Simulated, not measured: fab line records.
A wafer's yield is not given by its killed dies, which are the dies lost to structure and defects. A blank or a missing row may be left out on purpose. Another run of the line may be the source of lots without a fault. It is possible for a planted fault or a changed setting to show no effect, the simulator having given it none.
Split-lot trial || flow n5Finfet || route with 1938 steps; 7 lots, 21 wafers read

SPLIT DETAILS
At N5_BEOL_M0_SAQP_PECVD_00 (deposits SiCN from 3MS/NH3, target thk 8 nm, time 14 s), the setting timeS was moved away from the recipe's 14 s on 4 of the 21 wafers read, by -13.5% to +12.2%. All remaining wafers had this setting at the recipe value.

The split's own step is where the reading is taken.

THE READING
SiCN_of_BEOL_M0_SAQP_PECVD_00.thkNm (the simulator's own value, which no gauge read), in nm, at N5_BEOL_M0_SAQP_PECVD_00 (deposits SiCN from 3MS/NH3, target thk 8 nm, time 14 s). The file gives no usual value for it. The 17 wafers here that ran the recipe average 7.9 nm, standard deviation 0.16 nm.

{"wafer": "L075.1", "tool, chamber at the split": "pecvd-03, 2,1", "timeS as run, s": 14, "against the recipe": "recipe", "SiCN_of_BEOL_M0_SAQP_PECVD_00.thkNm, nm": 8, "against lot-mates on the recipe": "-"}
{"wafer": "L075.4", "tool, chamber at the split": "pecvd-03, 2,1", "timeS as run, s": 14, "against the recipe": "recipe", "SiCN_of_BEOL_M0_SAQP_PECVD_00.thkNm, nm": 8, "against lot-mates on the recipe": "-"}
{"wafer": "L075.3", "tool, chamber at the split": "pecvd-03, 1", "timeS as run, s": 14, "against the recipe": "recipe", "SiCN_of_BEOL_M0_SAQP_PECVD_00.thkNm, nm": 7.8, "against lot-mates on the recipe": "-"}
{"wafer": "L076.1", "tool, chamber at the split": "pecvd-01, 1,0", "timeS as run, s": 14, "against the recipe": "recipe", "SiCN_of_BEOL_M0_SAQP_PECVD_00.thkNm, nm": 8.2, "against lot-mates on the recipe": "-"}
{"wafer": "L076.2", "tool, chamber at the split": "pecvd-01, 1,0", "timeS as run, s": 14, "against the recipe": "recipe", "SiCN_of_BEOL_M0_SAQP_PECVD_00.thkNm, nm": 8.2, "against lot-mates on the recipe": "-"}
{"wafer": "L076.6", "tool, chamber at the split": "pecvd-01, 1", "timeS as run, s": 15.2, "against the recipe": "+8.6%", "SiCN_of_BEOL_M0_SAQP_PECVD_00.thkNm, nm": 8.8, "against lot-mates on the recipe": "+0.6"}
{"wafer": "L081.1", "tool, chamber at the split": "pecvd-01, 2", "timeS as run, s": 14, "against the recipe": "recipe", "SiCN_of_BEOL_M0_SAQP_PECVD_00.thkNm, nm": 8, "against lot-mates on the recipe": "-"}
{"wafer": "L081.3", "tool, chamber at the split": "pecvd-01, 1", "timeS as run, s": 14, "against the recipe": "recipe", "SiCN_of_BEOL_M0_SAQP_PECVD_00.thkNm, nm": 7.8, "against lot-mates on the recipe": "-"}
{"wafer": "L081.6", "tool, chamber at the split": "pecvd-01, 1", "timeS as run, s": 14, "against the recipe": "recipe", "SiCN_of_BEOL_M0_SAQP_PECVD_00.thkNm, nm": 7.8, "against lot-mates on the recipe": "-"}
{"wafer": "L083.1", "tool, chamber at the split": "pecvd-02, 2,1", "timeS as run, s": 14, "against the recipe": "recipe", "SiCN_of_BEOL_M0_SAQP_PECVD_00.thkNm, nm": 8, "against lot-mates on the recipe": "-"}
{"wafer": "L083.3", "tool, chamber at the split": "pecvd-02, 2,1", "timeS as run, s": 14, "against the recipe": "recipe", "SiCN_of_BEOL_M0_SAQP_PECVD_00.thkNm, nm": 8, "against lot-mates on the recipe": "-"}
{"wafer": "L083.4", "tool, chamber at the split": "pecvd-02, 2", "timeS as run, s": 14, "against the recipe": "recipe", "SiCN_of_BEOL_M0_SAQP_PECVD_00.thkNm, nm": 8.2, "against lot-mates on the recipe": "-"}
{"wafer": "L086.1", "tool, chamber at the split": "pecvd-01, 2", "timeS as run, s": 14, "against the recipe": "recipe", "SiCN_of_BEOL_M0_SAQP_PECVD_00.thkNm, nm": 8, "against lot-mates on the recipe": "-"}
{"wafer": "L086.3", "tool, chamber at the split": "pecvd-01, 0", "timeS as run, s": 14, "against the recipe": "recipe", "SiCN_of_BEOL_M0_SAQP_PECVD_00.thkNm, nm": 7.6, "against lot-mates on the recipe": "-"}
{"wafer": "L086.5", "tool, chamber at the split": "pecvd-01, 2", "timeS as run, s": 15.71, "against the recipe": "+12.2%", "SiCN_of_BEOL_M0_SAQP_PECVD_00.thkNm, nm": 9.2, "against lot-mates on the recipe": "+1.4"}
{"wafer": "L095.2", "tool, chamber at the split": "pecvd-01, 0", "timeS as run, s": 14, "against the recipe": "recipe", "SiCN_of_BEOL_M0_SAQP_PECVD_00.thkNm, nm": 7.8, "against lot-mates on the recipe": "-"}
{"wafer": "L095.5", "tool, chamber at the split": "pecvd-01, 0", "timeS as run, s": 12.11, "against the recipe": "-13.5%", "SiCN_of_BEOL_M0_SAQP_PECVD_00.thkNm, nm": 7, "against lot-mates on the recipe": -0.8}
{"wafer": "L095.6", "tool, chamber at the split": "pecvd-01, 1", "timeS as run, s": 12.11, "against the recipe": "-13.5%", "SiCN_of_BEOL_M0_SAQP_PECVD_00.thkNm, nm": 6.8, "against lot-mates on the recipe": -1.0}
{"wafer": "L096.2", "tool, chamber at the split": "pecvd-03, 1,0", "timeS as run, s": 14, "against the recipe": "recipe", "SiCN_of_BEOL_M0_SAQP_PECVD_00.thkNm, nm": 7.8, "against lot-mates on the recipe": "-"}
{"wafer": "L096.3", "tool, chamber at the split": "pecvd-03, 1,0", "timeS as run, s": 14, "against the recipe": "recipe", "SiCN_of_BEOL_M0_SAQP_PECVD_00.thkNm, nm": 7.8, "against lot-mates on the recipe": "-"}
{"wafer": "L096.6", "tool, chamber at the split": "pecvd-03, 0", "timeS as run, s": 14, "against the recipe": "recipe", "SiCN_of_BEOL_M0_SAQP_PECVD_00.thkNm, nm": 8, "against lot-mates on the recipe": "-"}
Where a row lists several chambers, the file gives one row for several wafers and doesn't say which wafer went through which chamber.

THE FIT
A straight line over all 21 wafers: SiCN_of_BEOL_M0_SAQP_PECVD_00.thkNm changes by +0.0869 nm for each +1% of timeS; r = +0.94; the points scatter about the line by 0.17 nm.
The same after taking each lot's own level away (the mean of its wafers on the recipe; 21 wafers): +0.0796 nm for each +1%; r = +0.95; scatter 0.15 nm.
Per that fit: largest timeS move, reading shift of 1.1 nm.
Across the lots, their own levels run from 7.80 to 8.20 nm, a range of 2.4 times the standard deviation given above.
Consequently the slope shifts little with the lot-to-lot level, the two slopes agreeing.
Check: for one of the wafers moved furthest among these (-13.5%), held out of the fit, the line's prediction against its lot-mates is -1.17 nm. It came out at -0.8 nm against them.

OTHER SPLITS APPLIED TO THESE WAFERS
Before the reading, these wafers also passed through other splits. Each is held against what the fit with the lots' levels taken away leaves over:
{"other split on the same wafers": "N5_SD_EPI_N_DESCUM_14 timeS", "wafers away from the commonest value": 10, "r with SiCN_of_BEOL_M0_SAQP_PECVD_00.thkNm (lot level and that fit taken away)": -0.01}
{"other split on the same wafers": "N5_ILD0_PRECLEAN_10 timeS", "wafers away from the commonest value": 11, "r with SiCN_of_BEOL_M0_SAQP_PECVD_00.thkNm (lot level and that fit taken away)": -0.10}
{"other split on the same wafers": "N5_SDB_COAT_05 spinRpm", "wafers away from the commonest value": 8, "r with SiCN_of_BEOL_M0_SAQP_PECVD_00.thkNm (lot level and that fit taken away)": -0.08}
{"other split on the same wafers": "N5_HKMG_FIN_COAT_30 spinRpm", "wafers away from the commonest value": 10, "r with SiCN_of_BEOL_M0_SAQP_PECVD_00.thkNm (lot level and that fit taken away)": "+0.11"}
{"other split on the same wafers": "N5_HKMG_FIN_EXPOSE_09 doseMj", "wafers away from the commonest value": 9, "r with SiCN_of_BEOL_M0_SAQP_PECVD_00.thkNm (lot level and that fit taken away)": "+0.12"}
{"other split on the same wafers": "N5_MOL_CONTACT_COAG_COAT_78 spinRpm", "wafers away from the commonest value": 10, "r with SiCN_of_BEOL_M0_SAQP_PECVD_00.thkNm (lot level and that fit taken away)": "+0.17"}

THE FILE'S OWN FIT
SiCN_of_BEOL_M0_SAQP_PECVD_00.thkNm changes by +0.0849 nm for each +1% of timeS, r = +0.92.
